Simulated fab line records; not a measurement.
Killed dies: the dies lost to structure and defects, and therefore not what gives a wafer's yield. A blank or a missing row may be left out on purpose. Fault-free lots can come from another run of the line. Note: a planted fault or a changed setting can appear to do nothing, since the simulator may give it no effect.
Check for tools in common :: flow nand harc :: 11 lots, 33 wafers sampled

## REASON FOR OPENING
At NHARC_P_GATE_CD_MEAS_59 the reading cd nm is flagged on 3 of 11 lots. No-fault wafers: 720.3 nm, standard deviation 1.8.
Rule: a lot is flagged when every wafer of it that has a number lies more than 4 standard deviations from that mean, or none has a number. The rest of the lots are taken to be sound.

lot: L717
measured: day 4 19:54
on: cd sem-03
cd nm (nm), wafer by wafer: 718.7 724.0 720.3
flag: 

lot: L720
measured: day 6 06:16
on: cd sem-02
cd nm (nm), wafer by wafer: 720.7 720.9 718.8
flag: 

lot: L722
measured: day 6 12:43
on: cd sem-02
cd nm (nm), wafer by wafer: 717.9 719.6 719.3
flag: 

lot: L724
measured: day 7 19:04
on: cd sem-01
cd nm (nm), wafer by wafer: 665.7 666.1 666.1
flag: FLAGGED

lot: L726
measured: day 8 16:59
on: cd sem-03
cd nm (nm), wafer by wafer: 721.6 721.1 721.3
flag: 

lot: L727
measured: day 8 22:32
on: cd sem-01
cd nm (nm), wafer by wafer: 666.3 666.2 666.8
flag: FLAGGED

lot: L728
measured: day 9 02:28
on: cd sem-03
cd nm (nm), wafer by wafer: 667.0 665.2 665.4
flag: FLAGGED

lot: L731
measured: day 10 12:29
on: cd sem-02
cd nm (nm), wafer by wafer: 721.2 723.1 721.0
flag: 

lot: L735
measured: day 12 05:48
on: cd sem-03
cd nm (nm), wafer by wafer: 722.5 721.7 722.3
flag: 

lot: L736
measured: day 12 20:50
on: cd sem-02
cd nm (nm), wafer by wafer: 721.1 723.9 721.0
flag: 

lot: L739
measured: day 13 19:17
on: cd sem-02
cd nm (nm), wafer by wafer: 715.9 721.1 715.7
flag: 
The mean of the flagged lots' numbers is 666.1 nm, -54.2 nm from the usual (-30 standard deviations).

## WHICH TOOL EACH LOT WENT THROUGH
Before the reading, the record contains 2 process steps out of a 1302-step route. In each cell: the tool, then ch and the chambers that the sampled wafers went through, then the start.
lot: L717
flag: 
NHARC_P_GATE_DESCUM_31: rie diel-05 ch 0,1,3, day 4 06:24
NHARC_P_GATE_EXPOSE_56: krf scanner-02 ch 0, day 4 19:45

lot: L720
flag: 
NHARC_P_GATE_DESCUM_31: rie diel-03 ch 1,3, day 5 16:32
NHARC_P_GATE_EXPOSE_56: krf scanner-04 ch 0, day 6 06:07

lot: L722
flag: 
NHARC_P_GATE_DESCUM_31: rie diel-03 ch 0,3, day 5 23:16
NHARC_P_GATE_EXPOSE_56: krf scanner-02 ch 0, day 6 12:34

lot: L724
flag: FLAGGED
NHARC_P_GATE_DESCUM_31: rie diel-10 ch 1,2, day 7 05:44
NHARC_P_GATE_EXPOSE_56: krf scanner-02 ch 0, day 7 18:55

lot: L726
flag: 
NHARC_P_GATE_DESCUM_31: rie diel-05 ch 0,2, day 8 03:35
NHARC_P_GATE_EXPOSE_56: krf scanner-04 ch 0, day 8 16:50

lot: L727
flag: FLAGGED
NHARC_P_GATE_DESCUM_31: rie diel-03 ch 0,2,3, day 8 09:07
NHARC_P_GATE_EXPOSE_56: krf scanner-02 ch 0, day 8 22:23

lot: L728
flag: FLAGGED
NHARC_P_GATE_DESCUM_31: rie diel-05 ch 2,3, day 8 13:09
NHARC_P_GATE_EXPOSE_56: krf scanner-02 ch 0, day 9 02:19

lot: L731
flag: 
NHARC_P_GATE_DESCUM_31: rie diel-05 ch 1,2, day 9 22:53
NHARC_P_GATE_EXPOSE_56: krf scanner-04 ch 0, day 10 12:20

lot: L735
flag: 
NHARC_P_GATE_DESCUM_31: rie diel-03 ch 1,2,3, day 11 16:27
NHARC_P_GATE_EXPOSE_56: krf scanner-04 ch 0, day 12 05:39

lot: L736
flag: 
NHARC_P_GATE_DESCUM_31: rie diel-03 ch 0,1,2, day 12 07:13
NHARC_P_GATE_EXPOSE_56: krf scanner-03 ch 0, day 12 20:41

lot: L739
flag: 
NHARC_P_GATE_DESCUM_31: rie diel-03 ch 0,1,3, day 13 05:38
NHARC_P_GATE_EXPOSE_56: krf scanner-03 ch 0, day 13 19:07
What is done by these steps:
- NHARC_P_GATE_DESCUM_31: chemistry O2, time 3 s.
- NHARC_P_GATE_EXPOSE_56: exposes mask P PSD, target cd 720 nm.
- NHARC_P_GATE_CD_MEAS_59: target cd 720 nm.

## FLAGGED AGAINST TOTAL, ONE TOOL AT A TIME (gauges that did the reading follow at the end)
step: NHARC_P_GATE_DESCUM_31
tool: rie diel-03
lots run: 6
flagged: 1
share of the flagged lots: some
sound lots run after its first flagged lot: 3 (L735,L736,L739)

step: NHARC_P_GATE_DESCUM_31
tool: rie diel-05
lots run: 4
flagged: 1
share of the flagged lots: some
sound lots run after its first flagged lot: 1 (L731)

step: NHARC_P_GATE_DESCUM_31
tool: rie diel-10
lots run: 1
flagged: 1
share of the flagged lots: some
sound lots run after its first flagged lot: 0

step: NHARC_P_GATE_EXPOSE_56
tool: krf scanner-02
lots run: 5
flagged: 3
share of the flagged lots: all
sound lots run after its first flagged lot: 0

step: NHARC_P_GATE_EXPOSE_56
tool: krf scanner-03
lots run: 2
flagged: 0
share of the flagged lots: none
sound lots run after its first flagged lot: -

step: NHARC_P_GATE_EXPOSE_56
tool: krf scanner-04
lots run: 4
flagged: 0
share of the flagged lots: none
sound lots run after its first flagged lot: -

step: NHARC_P_GATE_CD_MEAS_59
tool: cd sem-01
lots run: 2
flagged: 2
share of the flagged lots: some
sound lots run after its first flagged lot: 0

step: NHARC_P_GATE_CD_MEAS_59
tool: cd sem-02
lots run: 5
flagged: 0
share of the flagged lots: none
sound lots run after its first flagged lot: -

step: NHARC_P_GATE_CD_MEAS_59
tool: cd sem-03
lots run: 4
flagged: 1
share of the flagged lots: some
sound lots run after its first flagged lot: 1 (L735)

## WHAT THE TABLE ALLOWS
Rows of the table that ran each flagged lot: 1, that is krf scanner-02 at NHARC_P_GATE_EXPOSE_56.
- krf scanner-02 at NHARC_P_GATE_EXPOSE_56 ran 5 lots, 3 of them flagged. Last sound lot L722 at day 6 12:34, first flagged lot L724 at day 7 18:55; a fault beginning in between fits. Its own readings lie more than 4 standard deviations out on every wafer of the flagged lots: exposure dose mJ cm2.
What remains is a single tool, krf scanner-02 at NHARC_P_GATE_EXPOSE_56.

## WHAT WAS PUT IN BY THE SIMULATOR
Drift in process parameters on krf scanner-02 at NHARC_P_GATE_EXPOSE_56, starting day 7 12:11. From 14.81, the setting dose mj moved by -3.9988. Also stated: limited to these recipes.
Shown lots that were struck: L724, L727, L728. The rule above reached the same finding.
